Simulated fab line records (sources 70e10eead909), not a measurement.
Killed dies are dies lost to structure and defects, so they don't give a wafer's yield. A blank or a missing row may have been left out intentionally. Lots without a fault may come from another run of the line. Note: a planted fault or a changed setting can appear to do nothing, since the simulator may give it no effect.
fab line records | flow nandHarc
record lots=5 wafers=15 lastDay=24
route steps=1159 shown A_STAIRCASE@676
lots with no fault: from the same line, run without faults
startH: hours from the record's first day to the start of the lot's first wafer shown | waitH: hours elapsed since this lot's preceding step | " identical to the entry in the row above | L1.1+2: one row covering several wafers at once | - either no value or no given start | * or withheld: withheld | < > ~ a bound
route shown NAME@n: names a module that has steps shown in the file, with the first one's number in the route | usual: mean and standard deviation over wafers with no fault | same: alike in all rows | chamber/n: place in a boat | sites: per-site readings | _std_site: their standard deviation | _edge_site: the outer-site mean with the inner-site mean subtracted | radiusMm: how far each site lies from the wafer's centre | mask NAME#n: copy n | behind: the most recent tool/chamber to have shaped the wafer | hold: why the lot was held/for how many hours/how that ended | device: names the non-switching transistor (n, p or np) | end of line: the tests these same wafers got at the end of their route | a step given without rows: its recipe and nothing more | killed: dies lost to structure and defects at the first sort, not the wafer's yield | map: dies across one wafer; x = killed, . = not, _ = none there
set.NAME: the run value of the setting; set.NAME@STEP: its run value at that earlier step | model.NAME: the simulator's own value behind a step, which no gauge read
lots seen at some steps along the route; tables by step, rows by wafer
services: when a tool's chamber went out of use (startH, in hours from the record's first day, below 0 if earlier), for how many hours, and the reason
## steps
# step NHARC_A_STAIRCASE_DEP_301
# recipe targetThkA=300 targetThkNm=30 tempC=400 pressureTorr=3.5 flowSccm=200 rfW=350 material=SiON
# usual heaterPowerW=727/97
# columns lot.wafer tool chamber startH waitH heaterPowerW
L078.5 pecvd-01 1 286.33 0.4 648
L078.6 " 2 " " 610
L078.4 " 0 " " 658
L082.1 pecvd-04 1 312.97 1.6 777
L082.6 " 0 " " 667
L082.4 " 1 " " 792
L087.1 pecvd-01 1 339.55 1.6 547
L087.4 " 1 " " 559
L087.6 " 2 " " 648
L094.1 pecvd-02 0 371.70 1.6 894
L094.4 " 2 " " 746
L094.5 " 1 " " 872
L092.3 pecvd-04 1 374.16 0.9 852
L092.6 " 1 " " 845
L092.5 " 2 " " 778
# step NHARC_A_STAIRCASE_DEHYDRATE_302
# recipe tempC=150 timeS=120
# usual chillPlateTempC=23.01/0.11 plateTempC=149.98/0.16
# columns lot.wafer tool chamber startH waitH chillPlateTempC plateTempC
L078.4 lithoTrack-07 0 286.52 0.1 22.84 149.80
L078.5 " 0 " " 22.95 149.83
L078.6 " 0 " " 22.95 149.78
L082.1 lithoTrack-02 0 313.18 0.2 23.11 149.99
L082.4 " 0 " " 22.96 150.00
L082.6 " 0 " " 22.96 150.06
L087.1 lithoTrack-07 0 339.83 0.2 22.98 150.03
L087.4 " 0 " " 23.03 149.99
L087.6 " 0 " " 22.96 150.06
L094.1 lithoTrack-07 0 371.94 0.2 23.04 150.02
L094.4 " 0 " " 22.81 150.25
L094.5 " 0 " " 22.85 149.88
L092.3 lithoTrack-02 0 374.43 0.2 23.07 149.70
L092.5 " 0 " " 23.09 149.86
L092.6 " 0 " " 23.12 150.10
# step NHARC_A_STAIRCASE_HMDS_303
# recipe timeS=30
# usual chillPlateTempC=23.01/0.095
# columns lot.wafer tool chamber startH waitH chillPlateTempC
L078.4 lithoTrack-07 0 - - 23.02
L078.5 " 0 " " 23.16
L078.6 " 0 " " 23.06
L082.1 lithoTrack-02 0 - - 23.14
L082.4 " 0 " " 23.05
L082.6 " 0 " " 22.97
L087.1 lithoTrack-07 0 - - 23.05
L087.4 " 0 " " 23.11
L087.6 " 0 " " 22.97
L094.1 lithoTrack-07 0 - - 22.86
L094.4 " 0 " " 22.91
L094.5 " 0 " " 23.07
L092.3 lithoTrack-02 0 - - 23.02
L092.5 " 0 " " 23.00
L092.6 " 0 " " 22.92
# step NHARC_A_STAIRCASE_COAT_304
# recipe spinRpm=1200
# usual chillPlateTempC=22.99/0.099
# columns lot.wafer tool chamber startH waitH chillPlateTempC
L078.4 lithoTrack-07 0 - - 22.89
L078.5 " 0 " " 22.90
L078.6 " 0 " " 22.85
L082.1 lithoTrack-02 0 - - 23.01
L082.4 " 0 " " 22.94
L082.6 " 0 " " 23.08
L087.1 lithoTrack-07 0 - - 22.87
L087.4 " 0 " " 22.84
L087.6 " 0 " " 23.01
L094.1 lithoTrack-07 0 - - 22.95
L094.4 " 0 " " 22.92
L094.5 " 0 " " 23.02
L092.3 lithoTrack-02 0 - - 22.91
L092.5 " 0 " " 22.87
L092.6 " 0 " " 22.91
# step NHARC_A_STAIRCASE_SOFTBAKE_305
# recipe tempC=135 timeS=170
# usual chillPlateTempC=23.02/0.1 plateTempC=134.99/0.13
# columns lot.wafer tool chamber startH waitH chillPlateTempC plateTempC
L078.4 lithoTrack-07 0 - - 23.12 134.96
L078.5 " 0 " " 23.12 134.99
L078.6 " 0 " " 23.13 134.92
L082.1 lithoTrack-02 0 - - 23.18 135.09
L082.4 " 0 " " 23.05 135.06
L082.6 " 0 " " 23.20 134.89
L087.1 lithoTrack-07 0 - - 22.99 134.95
L087.4 " 0 " " 22.94 135.06
L087.6 " 0 " " 23.11 135.05
L094.1 lithoTrack-07 0 - - 23.06 134.92
L094.4 " 0 " " 23.23 135.18
L094.5 " 0 " " 23.16 135.00
L092.3 lithoTrack-02 0 - - 22.90 134.69
L092.5 " 0 " " 23.05 134.86
L092.6 " 0 " " 22.99 134.95
# step NHARC_A_STAIRCASE_EBR_306
# usual chillPlateTempC=23.03/0.095
# columns lot.wafer tool chamber startH waitH chillPlateTempC
L078.4 lithoTrack-07 0 - - 22.95
L078.5 " 0 " " 23.01
L078.6 " 0 " " 23.07
L082.1 lithoTrack-02 0 - - 22.99
L082.4 " 0 " " 23.03
L082.6 " 0 " " 22.93
L087.1 lithoTrack-07 0 - - 23.05
L087.4 " 0 " " 23.14
L087.6 " 0 " " 22.99
L094.1 lithoTrack-07 0 - - 22.92
L094.4 " 0 " " 23.00
L094.5 " 0 " " 22.98
L092.3 lithoTrack-02 0 - - 23.16
L092.5 " 0 " " 22.98
L092.6 " 0 " " 22.88
# step NHARC_A_STAIRCASE_EXPOSE_307
# recipe na=0.5 doseMj=45.72 maskId=CHOP_50
# columns lot.wafer tool chamber startH waitH mask
L078.4+5+6 krfScanner-03 0 286.87 - CHOP_50#0
L082.1+4+6 krfScanner-03 0 313.39 - CHOP_50#0
L087.1+4+6 krfScanner-04 0 340.16 - CHOP_50#0
L094.1+4+5 krfScanner-04 0 372.28 - CHOP_50#0
L092.3+5+6 krfScanner-03 0 374.77 - CHOP_50#0
# step NHARC_A_STAIRCASE_PEB_308
# recipe pebTempC=115 pebTimeS=130
# usual chillPlateTempC=23.01/0.11 plateTempC=115.00/0.12
# columns lot.wafer tool chamber startH waitH chillPlateTempC plateTempC
L078.4 lithoTrack-07 0 286.92 0.0 23.01 115.15
L078.5 " 0 " " 23.08 114.99
L078.6 " 0 " " 23.00 115.31
L082.1 lithoTrack-07 0 313.46 0.1 23.03 115.00
L082.4 " 0 " " 23.07 114.97
L082.6 " 0 " " 22.93 115.18
L087.1 lithoTrack-07 0 340.23 0.1 22.94 115.04
L087.4 " 0 " " 22.94 115.13
L087.6 " 0 " " 22.92 115.17
L094.1 lithoTrack-03 0 372.35 0.1 22.98 114.96
L094.4 " 0 " " 23.04 115.08
L094.5 " 0 " " 23.04 114.91
L092.3 lithoTrack-07 0 374.83 0.1 23.04 114.85
L092.5 " 0 " " 23.17 114.84
L092.6 " 0 " " 22.96 115.02
# step NHARC_A_STAIRCASE_DEVELOP_309
# recipe timeS=140
# usual chillPlateTempC=22.98/0.11
# columns lot.wafer tool chamber startH waitH chillPlateTempC
L078.4 lithoTrack-07 0 - - 23.00
L078.5 " 0 " " 22.89
L078.6 " 0 " " 22.99
L082.1 lithoTrack-07 0 - - 23.02
L082.4 " 0 " " 23.06
L082.6 " 0 " " 22.91
L087.1 lithoTrack-07 0 - - 22.95
L087.4 " 0 " " 22.95
L087.6 " 0 " " 23.03
L094.1 lithoTrack-03 0 - - 22.88
L094.4 " 0 " " 22.72
L094.5 " 0 " " 22.99
L092.3 lithoTrack-07 0 - - 23.01
L092.5 " 0 " " 23.16
L092.6 " 0 " " 23.11
# step NHARC_A_STAIRCASE_HARDBAKE_311
# recipe tempC=120 timeS=140
# usual chillPlateTempC=22.97/0.1
# columns lot.wafer tool chamber startH waitH chillPlateTempC
L078.4 lithoTrack-02 0 287.15 - 22.90
L078.5 " 0 " " 22.81
L078.6 " 0 " " 22.82
L082.1 lithoTrack-07 0 313.67 - 22.94
L082.4 " 0 " " 23.02
L082.6 " 0 " " 22.86
L087.1 lithoTrack-07 0 340.45 - 23.02
L087.4 " 0 " " 22.93
L087.6 " 0 " " 22.94
L094.1 lithoTrack-02 0 372.56 - 22.93
L094.4 " 0 " " 22.87
L094.5 " 0 " " 23.05
L092.3 lithoTrack-02 0 375.05 - 23.07
L092.5 " 0 " " 23.13
L092.6 " 0 " " 23.17
## services
# columns tool chamber startH hours kind
krfScanner-04 0 267.83 - calibration
krfScanner-03 - 288.46 2.4 repair
krfScanner-04 - 298.00 4.0 pm
pecvd-02 - 334.40 13.0 pm
pecvd-02 0 334.40 13.0 ventCycle
pecvd-02 1 334.40 13.0 ventCycle
pecvd-02 2 334.40 15.2 ventCycle
krfScanner-03 - 340.00 4.0 pm
lithoTrack-02 - 340.00 7.0 pm
pecvd-02 0 347.40 - clean
pecvd-02 1 347.40 - clean
krfScanner-03 0 353.22 - calibration
lithoTrack-07 - 364.00 7.0 pm
krfScanner-03 - 370.67 2.3 repair
## key
fault none
